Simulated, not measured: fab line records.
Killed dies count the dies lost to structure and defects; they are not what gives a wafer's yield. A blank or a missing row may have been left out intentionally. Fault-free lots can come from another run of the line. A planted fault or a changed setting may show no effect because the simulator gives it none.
Matching of chambers -- flow n5_finfet -- N5_BEOL_M0_SAQP_CUT_ETCH_46 on rie_diel-06: 4 sister chambers
The step etches SOC in N2/H2, target depth 135 nm, overetch 27 nm, time 202.5 s. 8 wafers are shown with their chamber, then 7 later ones without.

## EACH WAFER AND ITS CHAMBER
wafer,chamber,showerhead_plenum_p_Torr (Torr),throttle_valve_pct (%)
L081.6,1,2.49,17.74
L083.1,2,2.68,17.68
L083.2,0,2.60,17.49
L083.5,2,2.68,17.65
L087.4,1,2.49,17.77
L087.5,3,2.33,17.41
L094.2,3,2.32,17.43
L094.4,0,2.59,17.53

## WAFERS WITHOUT THEIR CHAMBER
wafer,showerhead_plenum_p_Torr (Torr),throttle_valve_pct (%)
L094.6,2.32,17.42
L095.1,2.59,17.52
L095.3,2.67,17.70
L095.5,2.67,17.69
L096.2,2.66,17.71
L096.4,2.32,17.43
L096.6,2.66,17.69

## EACH ONE'S CHAMBER
wafer,from the rows above,in truth
L094.6,3,3
L095.1,0,0
L095.3,2,2
L095.5,2,2
L096.2,2,2
L096.4,3,3
L096.6,2,2
Correctly placed: 7 of 7. Number that these rows cannot place: 0. Placed wrongly: 0.
How it was worked out, from the rows above alone: a wafer's distance from a chamber is the root of the sum, over the readings, of the square of ((its reading less the chamber's mean) divided by the reading's scatter). If the next closest chamber is less than 2 further off than the closest, the wafer can't be placed; otherwise it belongs to the closest. A chamber's mean is the mean of its shown wafers. How the scatter is found: for the shown wafers, subtract from each reading the mean of its chamber, square and add these, divide the total by (wafers less chambers), then take the root.
